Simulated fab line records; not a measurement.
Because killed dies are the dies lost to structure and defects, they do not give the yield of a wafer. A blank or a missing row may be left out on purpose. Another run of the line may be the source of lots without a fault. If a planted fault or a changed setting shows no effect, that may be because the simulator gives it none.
fab line records	flow nand-harc	part 1 of 2: steps 1 to 27 of 34
[record] lots = 5	wafers = 15	last-day = 32
route steps=1302 shown A_BLC@1121 A_M0@1137
lots that met no fault: taken from a fault-free run of the same line
start-h: start of the lot's first displayed wafer, in hours after the record's first day	wait-h: hours elapsed since this lot's preceding step	" the same as in the row above	L1.1+2: a single row standing in for several wafers	- no value, or no start given	* or withheld: withheld	< > ~ a bound
route shown NAME@n: NAME is a module with steps in the file, n the number in the route of the first one	usual: the fault-free wafers' mean and standard deviation	same: alike in all rows	chamber/n: place in a boat	sites: the reading at each site	_std_site: standard deviation across them	_edge_site: the outer-site mean with the inner-site mean subtracted	radius-mm: how far each site lies from the wafer's centre	mask NAME#n: copy n	behind: the most recent tool/chamber to have shaped the wafer	hold: cause of the lot's hold/its duration in hours/its outcome	device: the n, p or np transistor that did not switch	end of line: the same wafers' tests at the end of the route	where a step has no rows: the recipe by itself	killed: not the wafer's yield, but the dies lost to structure and defects at the first sort	map: per-die view of a wafer (x killed, . not killed, _ where there is no die)
set.NAME: the run value of the setting; set.NAME@STEP: its run value at that earlier step	model.NAME: the simulator's own value behind a step, which no gauge read
a table for each step, a row for each wafer; lots at some steps of the route
services: a tool's chamber out of use, with start hour (start-h, from the record's first day; less than 0 if before it), hours out, and reason
[[steps]]
[step NHARC_A_BLC_ETCH_16]
[recipe] target-depth-a = 390	over-etch-frac = 0.3	time-s = 65	ion-energy-ev = 80	cf4-flow-sccm = 150	ar-flow-sccm = 0	rf-w = 300	bias-w = 100	chemistry = CF4
[usual] drypump-motor-current-A = 5.5/0.53	oes-product-au = 1.007/0.013	rf-vpp-V = 150.8/0.95	showerhead-plenum-p-Torr = 1.72/0.046	throttle-valve-pct = 13.283/0.0096
lot.wafer	tool	chamber	start-h	wait-h	drypump-motor-current-A	oes-product-au	rf-hours-counter-h	rf-vpp-V	showerhead-plenum-p-Torr	throttle-valve-pct
L081.2	rie-diel-11	3	584.43	0.1	6.2	1.000	12	150.7	1.74	13.283
L081.1	"	1	"	"	6.5	0.984	11	151.7	1.75	13.305
L081.5	"	2	"	"	4.8	0.992	-	151.1	1.68	13.279
L084.3	rie-diel-03	0	610.79	0.1	5.4	1.026	9	150.3	1.68	13.286
L084.2	"	1	"	"	5.4	0.996	9	151.0	1.76	13.273
L084.5	"	3	"	"	5.2	1.004	-	150.0	1.76	13.282
L089.2	rie-diel-03	0	656.42	0.1	5.4	1.024	2	150.7	1.68	13.281
L089.3	"	3	"	"	5.3	1.017	2	151.3	1.76	13.299
L089.5	"	0	"	"	5.4	1.011	-	150.1	1.68	13.274
L090.2	rie-diel-04	1	668.74	0.1	6.6	1.000	40	150.4	1.79	13.289
L090.4	"	2	"	"	5.7	1.003	37	150.3	1.65	13.297
L090.5	"	1	"	"	6.6	1.010	-	150.9	1.79	13.284
L092.2	rie-diel-03	3	713.07	0.1	5.3	1.022	4	151.4	1.76	13.282
L092.6	"	3	"	"	5.3	1.017	-	152.3	1.76	13.298
L092.5	"	0	"	"	5.4	1.028	-	149.6	1.68	13.289
[step NHARC_A_BLC_ETCH_17]
[recipe] target-depth-a = 3900	over-etch-frac = 0.25	time-s = 609.38	ion-energy-ev = 200	n2-flow-sccm = 150	h2-flow-sccm = 150	ar-flow-sccm = 0	rf-w = 400	bias-w = 150	chemistry = N2/H2
[usual] drypump-motor-current-A = 5.5/0.53	n2-flow-sccm = 150.0/0.45	oes-product-au = 1.005/0.013	rf-vpp-V = 429.1/1.9	showerhead-plenum-p-Torr = 1.98/0.059	throttle-valve-pct = 14.171/0.0082
lot.wafer	tool	chamber	start-h	wait-h	drypump-motor-current-A	n2-flow-sccm	oes-product-au	rf-hours-counter-h	rf-vpp-V	showerhead-plenum-p-Torr	throttle-valve-pct
L081.2	rie-diel-11	1	-	-	6.4	149.7	0.980	11	430.3	2.01	14.167
L081.1	"	0	"	"	5.5	149.7	1.016	11	428.0	1.93	14.190
L081.5	"	1	"	"	6.4	150.0	0.996	-	430.3	2.01	14.168
L084.3	rie-diel-03	1	-	-	5.4	150.3	0.996	9	430.5	2.03	14.166
L084.2	"	3	"	"	5.3	149.6	0.997	9	431.1	2.03	14.166
L084.5	"	1	"	"	5.4	150.0	0.999	-	429.3	2.03	14.185
L089.3	rie-diel-03	0	-	-	5.4	150.6	1.022	2	427.5	1.92	14.175
L089.2	"	2	"	"	5.0	150.6	0.991	2	428.7	1.96	14.173
L089.5	"	1	"	"	5.4	149.7	1.002	-	430.6	2.02	14.159
L090.4	rie-diel-04	3	-	-	6.6	149.7	0.999	38	431.4	2.07	14.186
L090.2	"	1	"	"	6.6	150.1	1.011	40	432.4	2.06	14.174
L090.5	"	3	"	"	6.6	149.5	0.997	-	432.3	2.07	14.167
L092.2	rie-diel-03	3	-	-	5.3	150.3	1.017	4	431.1	2.03	14.178
L092.5	"	1	"	"	5.4	150.4	0.992	-	430.5	2.02	14.180
L092.6	"	2	"	"	5.0	149.2	0.993	-	428.8	1.96	14.173
[step NHARC_A_BLC_ETCH_18]
[recipe] target-depth-a = 9100	c4f8-flow-sccm = 20	o2-flow-sccm = 10	ar-flow-sccm = withheld	rf-w = 600	bias-w = 1500	chemistry = C4F8/O2/Ar
[usual] oes-product-au = 0.955/0.025	rf-vpp-V = 975/3.7
lot.wafer	tool	chamber	start-h	wait-h	oes-product-au	rf-hours-counter-h	rf-vpp-V
L081.2	rie-diel-11	0	-	-	0.931	12	971
L081.1	"	1	"	"	0.924	12	977
L081.5	"	3	"	"	0.924	-	976
L084.2	rie-diel-03	3	-	-	0.975	9	978
L084.3	"	2	"	"	0.936	10	974
L084.5	"	3	"	"	0.973	-	979
L089.3	rie-diel-03	1	-	-	0.959	2	977
L089.2	"	3	"	"	0.988	2	977
L089.5	"	1	"	"	0.957	-	978
L090.4	rie-diel-04	1	-	-	0.925	40	979
L090.2	"	2	"	"	0.941	37	969
L090.5	"	0	"	"	0.921	-	968
L092.2	rie-diel-03	3	-	-	0.998	4	977
L092.6	"	1	"	"	0.972	-	977
L092.5	"	2	"	"	0.990	-	973
[step NHARC_A_BLC_CD_MEAS_19]
[usual] cd-nm = 100/3.6
lot.wafer	tool	chamber	start-h	wait-h	cd-nm
L081.1	cd-sem-01	-	585.30	-	96
L081.2	"	-	"	"	100
L081.5	"	-	"	"	95
L084.2	cd-sem-01	-	611.67	-	103
L084.3	"	-	"	"	99
L084.5	"	-	"	"	100
L089.2	cd-sem-03	-	657.31	-	104
L089.3	"	-	"	"	102
L089.5	"	-	"	"	110
L090.2	cd-sem-01	-	669.62	-	98
L090.4	"	-	"	"	95
L090.5	"	-	"	"	94
L092.2	cd-sem-03	-	713.95	-	103
L092.5	"	-	"	"	103
L092.6	"	-	"	"	99
[step NHARC_A_BLC_STRIP_29]
[recipe] cf4-flow-sccm = 150	ar-flow-sccm = 0	bias-w = 0	chemistry = CF4
[usual] drypump-motor-current-A = 5.5/0.54	oes-product-au = 1.004/0.015	rf-vpp-V = 59.1/0.87	showerhead-plenum-p-Torr = 1.72/0.034	throttle-valve-pct = 13.285/0.0093
lot.wafer	tool	chamber	start-h	wait-h	drypump-motor-current-A	oes-product-au	rf-hours-counter-h	rf-vpp-V	showerhead-plenum-p-Torr	throttle-valve-pct
L081.2	rie-diel-11	3	585.40	0.1	6.2	0.998	12	58.1	1.74	13.283
L081.1	"	0	"	"	5.5	1.012	12	59.2	1.68	13.262
L081.5	"	2	"	"	4.9	0.993	-	58.3	1.68	13.286
L084.3	rie-diel-03	3	611.75	0.1	5.3	1.003	9	59.0	1.76	13.282
L084.2	"	0	"	"	5.4	1.019	10	57.3	1.68	13.272
L084.5	"	2	"	"	5.0	0.976	-	59.8	1.71	13.281
L089.2	rie-diel-11	0	657.40	0.1	5.5	1.020	4	58.5	1.68	13.290
L089.3	"	1	"	"	6.5	0.992	4	59.4	1.74	13.286
L089.5	"	2	"	"	4.8	0.992	-	59.1	1.68	13.268
L090.2	rie-diel-11	0	669.70	0.1	5.5	1.019	5	58.4	1.68	13.282
L090.4	"	1	"	"	6.5	1.000	6	59.2	1.74	13.298
L090.5	"	3	"	"	6.2	1.010	-	59.9	1.74	13.283
L092.2	rie-diel-11	0	714.05	0.1	5.5	1.040	8	57.4	1.68	13.289
L092.6	"	3	"	"	6.3	1.032	-	59.2	1.74	13.278
L092.5	"	0	"	"	5.5	1.034	-	57.6	1.68	13.285
[step NHARC_A_BLC_STRIP_21]
[recipe] o2-flow-sccm = 500	ar-flow-sccm = 0	bias-w = 0	chemistry = O2
[usual] drypump-motor-current-A = 5.5/0.54	oes-product-au = 1.005/0.014	rf-vpp-V = 57.5/0.85	showerhead-plenum-p-Torr = 3.43/0.068	throttle-valve-pct = 17.038/0.0091
lot.wafer	tool	chamber	start-h	wait-h	drypump-motor-current-A	oes-product-au	rf-hours-counter-h	rf-vpp-V	showerhead-plenum-p-Torr	throttle-valve-pct
L081.2	rie-diel-11	0	585.48	0.1	5.5	1.016	12	58.1	3.35	17.043
L081.1	"	3	"	"	6.2	1.003	12	58.5	3.48	17.044
L081.5	"	1	"	"	6.5	0.991	-	56.9	3.48	17.040
L084.2	rie-diel-03	3	611.85	0.1	5.3	0.995	9	57.8	3.51	17.023
L084.3	"	2	"	"	5.0	0.986	10	58.3	3.40	17.043
L084.5	"	3	"	"	5.3	1.000	-	57.2	3.51	17.028
L089.2	rie-diel-11	1	657.49	0.1	6.5	0.997	4	56.8	3.48	17.033
L089.3	"	3	"	"	6.3	1.021	4	56.6	3.47	17.039
L089.5	"	1	"	"	6.5	0.992	-	57.0	3.48	17.030
L090.4	rie-diel-11	3	669.81	0.1	6.2	1.015	6	57.6	3.47	17.031
L090.2	"	0	"	"	5.5	1.015	6	57.2	3.35	17.038
L090.5	"	2	"	"	4.8	0.995	-	57.5	3.35	17.040
L092.2	rie-diel-11	1	714.15	0.1	6.5	0.994	8	57.3	3.48	17.028
L092.6	"	1	"	"	6.5	0.995	-	58.2	3.48	17.024
L092.5	"	3	"	"	6.2	1.016	-	56.4	3.47	17.050
[step NHARC_A_BLC_STRIP_22]
[recipe] time-s = 600	temp-c = 30	chemistry = post-etch-residue-remover
lot.wafer	tool	chamber	start-h	wait-h
L081.5+1+2	wet-bench-01	6,7,2	585.63	-
L084.3+5+2	wet-bench-09	3,4,7	612.00	-
L089.2+5+3	wet-bench-01	2,4,7	657.64	-
L090.5+2+4	wet-bench-09	0,3,4	669.95	-
L092.5+2+6	wet-bench-06	1,2,5	714.33	-
[step NHARC_A_BLC_DEGAS_30]
[recipe] temp-c = 300	time-s = 60
[usual] heater-power-w = 462/33
lot.wafer	tool	chamber	start-h	wait-h	heater-power-w
L081.1	pvd-sputter-02	-	585.91	-	451
L081.2	"	-	"	"	506
L081.5	"	-	"	"	441
L084.3	pvd-sputter-02	-	612.28	-	505
L084.2	"	-	"	"	421
L084.5	"	-	"	"	442
L089.3	pvd-sputter-03	-	657.91	-	499
L089.2	"	-	"	"	478
L089.5	"	-	"	"	504
L090.4	pvd-sputter-01	-	670.23	-	442
L090.2	"	-	"	"	437
L090.5	"	-	"	"	403
L092.2	pvd-sputter-02	-	714.59	-	440
L092.6	"	-	"	"	436
L092.5	"	-	"	"	464
[step NHARC_A_BLC_PRE_CLEAN_31]
[recipe] time-s = 15	bias-v = 250	gas = Ar
lot.wafer	tool	chamber	start-h	wait-h
L081.1+2+5	pvd-sputter-02	-	-	-
L084.3+2+5	pvd-sputter-02	-	-	-
L089.2+3+5	pvd-sputter-03	-	-	-
L090.4+2+5	pvd-sputter-01	-	-	-
L092.2+5+6	pvd-sputter-02	-	-	-
[step NHARC_A_BLC_PVD_32]
[recipe] target-thk-a = 50	chamber-pressure-pa = 5	power-w = 5000	substrate-temp-c = 200	time-s = 17.7	material = Ti
[usual] throttle-valve-pct = 30.2/0.89
lot.wafer	tool	chamber	start-h	wait-h	throttle-valve-pct
L081.1	pvd-sputter-02	-	-	-	30.7
L081.2	"	-	"	"	31.1
L081.5	"	-	"	"	30.2
L084.2	pvd-sputter-02	-	-	-	30.9
L084.3	"	-	"	"	31.4
L084.5	"	-	"	"	30.5
L089.3	pvd-sputter-03	-	-	-	30.0
L089.2	"	-	"	"	28.0
L089.5	"	-	"	"	29.7
L090.2	pvd-sputter-01	-	-	-	30.4
L090.4	"	-	"	"	30.4
L090.5	"	-	"	"	29.5
L092.2	pvd-sputter-02	-	-	-	29.8
L092.6	"	-	"	"	31.8
L092.5	"	-	"	"	29.9
[step NHARC_A_BLC_ALD_23]
[recipe] target-thk-a = 30	pulse-time-s = 1	ald-cycles = 150	temp-c = 450	material = TiN
[usual] heater-power-w = 1098/140	precursor-pulse-height-rel = 1.000/0.019
lot.wafer	tool	chamber	start-h	wait-h	heater-power-w	precursor-pulse-height-rel
L081.2	ald-metal-01	3	586.18	-	1158	0.989
L081.1	"	0	"	"	927	0.957
L081.5	"	1	"	"	977	0.991
L084.2	ald-metal-03	0	612.51	-	1342	1.036
L084.3	"	3	"	"	947	1.009
L084.5	"	0	"	"	1359	0.999
L089.3	ald-metal-01	2	658.15	-	1294	1.015
L089.2	"	3	"	"	1164	1.004
L089.5	"	3	"	"	1164	0.984
L090.4	ald-metal-03	0	670.50	-	1336	1.000
L090.2	"	1	"	"	1007	1.043
L090.5	"	2	"	"	1164	1.011
L092.2	ald-metal-01	0	714.85	-	1037	1.017
L092.5	"	3	"	"	1140	0.997
L092.6	"	0	"	"	998	0.994
[step NHARC_A_BLC_CVD_24]
[recipe] target-thk-a = 1500	temp-c = 300	pressure-torr = 40	wf6-flow-sccm = 40	h2-flow-sccm = 1600	ar-flow-sccm = 1560	time-s = 434	material = W
[usual] heater-power-w = 457/15	throttle-valve-pct = 7.7/0.32
lot.wafer	tool	chamber	start-h	wait-h	heater-power-w	throttle-valve-pct
L081.1	cvd-w-02	1	-	-	461	7.5
L081.2	"	0	"	"	478	8.1
L081.5	"	0	"	"	472	7.9
L084.2	cvd-w-02	0	-	-	476	7.8
L084.3	"	0	"	"	463	7.9
L084.5	"	0	"	"	478	7.8
L089.2	cvd-w-01	0	-	-	449	7.8
L089.3	"	0	"	"	441	7.7
L089.5	"	1	"	"	437	7.7
L090.2	cvd-w-02	0	-	-	430	8.1
L090.4	"	0	"	"	433	8.0
L090.5	"	0	"	"	439	8.1
L092.2	cvd-w-01	0	-	-	446	7.7
L092.5	"	0	"	"	441	7.7
L092.6	"	1	"	"	451	7.6
[step NHARC_A_BLC_CMP_25]
[recipe] t-overpolish-s = 30	target-thk-nm = 150
[usual] motor-current-A = 11.6/1	overpolish-run-s = 30.000/0.0084	time-to-endpoint-s = 30/3.1
lot.wafer	tool	chamber	start-h	wait-h	motor-current-A	overpolish-run-s	time-to-endpoint-s
L081.1	cmp-03	0	586.90	0.5	12.6	30.001	25
L081.2	"	1	"	"	11.4	29.991	31
L081.5	"	1	"	"	10.9	30.001	30
L084.3	cmp-03	0	613.28	0.3	12.4	30.009	31
L084.2	"	1	"	"	10.9	30.000	30
L084.5	"	1	"	"	10.7	30.004	29
L089.2	cmp-04	0	658.88	0.5	10.6	29.996	27
L089.3	"	3	"	"	10.3	29.995	32
L089.5	"	0	"	"	10.8	29.989	26
L090.4	cmp-04	3	671.25	0.4	10.1	29.995	35
L090.2	"	0	"	"	10.7	30.012	29
L090.5	"	2	"	"	11.7	30.006	30
L092.2	cmp-04	3	715.56	0.5	10.9	30.007	33
L092.5	"	3	"	"	10.0	29.991	35
L092.6	"	0	"	"	11.2	29.995	28
[step NHARC_A_BLC_SRD_27]
lot.wafer	tool	chamber	start-h	wait-h
L081.2+1+5	wet-bench-09	2,4,5	587.22	0.0
L084.5+3+2	wet-bench-09	5,0,2	613.60	0.0
L089.5+3+2	wet-bench-01	5,6,1	659.21	0.0
L090.2+4+5	wet-bench-09	3,5,6	671.52	0.0
L092.6+5+2	wet-bench-06	7,2,3	715.89	0.0
[step NHARC_A_BLC_INSPECT_28]
[usual] raw-defect-count = 502/100
lot.wafer	tool	chamber	start-h	wait-h	raw-defect-count
L081.1	defect-inspect-01	-	587.30	0.1	503
L081.2	"	-	"	"	415
L081.5	"	-	"	"	441
L084.2	defect-inspect-02	-	613.68	0.1	450
L084.3	"	-	"	"	421
L084.5	"	-	"	"	410
L089.2	defect-inspect-01	-	659.28	0.1	386
L089.3	"	-	"	"	428
L089.5	"	-	"	"	367
L090.2	defect-inspect-02	-	671.60	0.1	428
L090.4	"	-	"	"	398
L090.5	"	-	"	"	429
L092.2	defect-inspect-02	-	715.97	0.1	364
L092.5	"	-	"	"	322
L092.6	"	-	"	"	461
[step NHARC_A_M0_DEP_00]
[recipe] target-thk-a = 1500	target-thk-nm = 150	temp-c = withheld	pressure-torr = 5	flow-sccm = 200	rf-w = 600	material = SiOC
lot.wafer	tool	chamber	start-h	wait-h
L081.2+1+5	pecvd-04	1,0,0	587.37	0.1
L084.2+3+5	pecvd-02	1,0,1	613.75	0.1
L089.3+2+5	pecvd-03	0,2,0	659.35	0.1
L090.2+4+5	pecvd-04	0,0,1	671.66	0.1
L092.2+6+5	pecvd-02	1,2,0	716.04	0.1
[step NHARC_A_M0_DEHYDRATE_01]
[recipe] temp-c = 150	time-s = 120
lot.wafer	tool	chamber	start-h	wait-h
L081.1+2+5	litho-track-06	0	587.77	-
L084.2+3+5	litho-track-06	0	614.15	-
L089.2+3+5	litho-track-06	0	659.75	-
L090.2+4+5	litho-track-01	0	672.06	-
L092.2+5+6	litho-track-04	0	716.44	-
[step NHARC_A_M0_HMDS_02]
[recipe] time-s = 30
lot.wafer	tool	chamber	start-h	wait-h
L081.1+2+5	litho-track-06	0	-	-
L084.2+3+5	litho-track-06	0	-	-
L089.2+3+5	litho-track-06	0	-	-
L090.2+4+5	litho-track-01	0	-	-
L092.2+5+6	litho-track-04	0	-	-
[step NHARC_A_M0_COAT_33]
[recipe] temp-c = 200	time-s = 65
lot.wafer	tool	chamber	start-h	wait-h
L081.1+2+5	litho-track-06	0	-	-
L084.2+3+5	litho-track-06	0	-	-
L089.2+3+5	litho-track-06	0	-	-
L090.2+4+5	litho-track-01	0	-	-
L092.2+5+6	litho-track-04	0	-	-
[step NHARC_A_M0_COAT_03]
[recipe] spin-rpm = 1500	resist-thk-nm = 90
[usual] spin-speed-rpm = 1499.9/0.94
lot.wafer	tool	chamber	start-h	wait-h	spin-speed-rpm
L081.1	litho-track-06	0	-	-	1499.0
L081.2	"	0	"	"	1499.3
L081.5	"	0	"	"	1498.4
L084.2	litho-track-06	0	-	-	1500.5
L084.3	"	0	"	"	1499.5
L084.5	"	0	"	"	1499.9
L089.2	litho-track-06	0	-	-	1498.1
L089.3	"	0	"	"	1500.9
L089.5	"	0	"	"	1499.8
L090.2	litho-track-01	0	-	-	1499.7
L090.4	"	0	"	"	1499.1
L090.5	"	0	"	"	1500.7
L092.2	litho-track-04	0	-	-	1500.0
L092.5	"	0	"	"	1499.5
L092.6	"	0	"	"	1498.1
[step NHARC_A_M0_SOFTBAKE_04]
[recipe] temp-c = 105	time-s = 55
lot.wafer	tool	chamber	start-h	wait-h
L081.1+2+5	litho-track-06	0	-	-
L084.2+3+5	litho-track-06	0	-	-
L089.2+3+5	litho-track-06	0	-	-
L090.2+4+5	litho-track-01	0	-	-
L092.2+5+6	litho-track-04	0	-	-
[step NHARC_A_M0_EBR_05]
lot.wafer	tool	chamber	start-h	wait-h
L081.1+2+5	litho-track-06	0	-	-
L084.2+3+5	litho-track-06	0	-	-
L089.2+3+5	litho-track-06	0	-	-
L090.2+4+5	litho-track-01	0	-	-
L092.2+5+6	litho-track-04	0	-	-
[step NHARC_A_M0_EXPOSE_06]
[recipe] na = 1.35	target-cd-nm = 80	dose-mj = 83.25	mask-id = A_M0
[usual] stage-vel-mm-s = 500.09/0.25
lot.wafer	tool	chamber	start-h	wait-h	mask	stage-vel-mm-s
L081.1	arfi-scanner-01	0	588.06	-	A_M0#0	500.23
L081.2	"	0	"	"	A_M0#0	500.07
L081.5	"	0	"	"	A_M0#0	499.96
L084.2	arfi-scanner-01	0	614.45	-	A_M0#0	499.82
L084.3	"	0	"	"	A_M0#0	499.92
L084.5	"	0	"	"	A_M0#0	500.01
L089.2	arfi-scanner-03	0	660.05	-	A_M0#0	500.04
L089.3	"	0	"	"	A_M0#0	500.00
L089.5	"	0	"	"	A_M0#0	500.19
L090.2	arfi-scanner-03	0	672.36	-	A_M0#0	499.94
L090.4	"	0	"	"	A_M0#0	500.15
L090.5	"	0	"	"	A_M0#0	500.15
L092.2	arfi-scanner-01	0	716.61	-	A_M0#0	499.99
L092.5	"	0	"	"	A_M0#0	500.52
L092.6	"	0	"	"	A_M0#0	499.44
[step NHARC_A_M0_PEB_07]
[recipe] peb-temp-c = 100	peb-time-s = 65
lot.wafer	tool	chamber	start-h	wait-h
L081.1+2+5	litho-track-01	0	588.12	0.1
L084.2+3+5	litho-track-04	0	614.51	0.1
L089.2+3+5	litho-track-04	0	660.11	0.1
L090.2+4+5	litho-track-06	0	672.41	0.1
L092.2+5+6	litho-track-04	0	716.67	0.1
[step NHARC_A_M0_DEVELOP_08]
[recipe] develop-time-s = 35	dev-temp-c = 23
lot.wafer	tool	chamber	start-h	wait-h
L081.1+2+5	litho-track-01	0	-	-
L084.2+3+5	litho-track-04	0	-	-
L089.2+3+5	litho-track-04	0	-	-
L090.2+4+5	litho-track-06	0	-	-
L092.2+5+6	litho-track-04	0	-	-
[step NHARC_A_M0_CD_MEAS_09]
[recipe] target-cd-nm = 80	landing-energy-ev = 500
[usual] cd-nm = 79.8/0.65
lot.wafer	tool	chamber	start-h	wait-h	cd-nm
L081.1	cd-sem-02	0	588.20	-	78.7
L081.2	"	0	"	"	78.8
L081.5	"	0	"	"	80.1
L084.2	cd-sem-03	0	614.60	-	80.2
L084.3	"	0	"	"	79.6
L084.5	"	0	"	"	80.2
L089.2	cd-sem-02	0	660.19	-	80.1
L089.3	"	0	"	"	80.7
L089.5	"	0	"	"	78.9
L090.2	cd-sem-03	0	672.49	-	80.7
L090.4	"	0	"	"	79.7
L090.5	"	0	"	"	79.7
L092.2	cd-sem-03	0	716.75	-	80.1
L092.5	"	0	"	"	79.8
L092.6	"	0	"	"	79.3
[step NHARC_A_M0_OVL_MEAS_10]
[recipe] pitch-nm = 160
[usual] overlay-x-nm = -0.1/0.94	overlay-y-nm = -0.1/0.92
lot.wafer	tool	chamber	start-h	wait-h	overlay-x-nm	overlay-y-nm
L081.1	overlay-02	-	588.29	-	-0.9	0.2
L081.2	"	-	"	"	-0.2	0.6
L081.5	"	-	"	"	-0.2	1.1
L084.2	overlay-02	-	614.69	-	-0.9	-1.6
L084.3	"	-	"	"	-0.5	-1.1
L084.5	"	-	"	"	-1.0	-1.9
L089.2	overlay-01	-	660.28	-	-0.1	-0.2
L089.3	"	-	"	"	-0.2	-0.2
L089.5	"	-	"	"	0.3	0.3
L090.2	overlay-01	-	672.59	-	-0.5	-0.3
L090.4	"	-	"	"	-1.3	-0.3
L090.5	"	-	"	"	-1.3	-0.5
L092.2	overlay-01	-	716.83	-	0.4	0.4
L092.5	"	-	"	"	0.1	-0.2
L092.6	"	-	"	"	0.3	-0.2
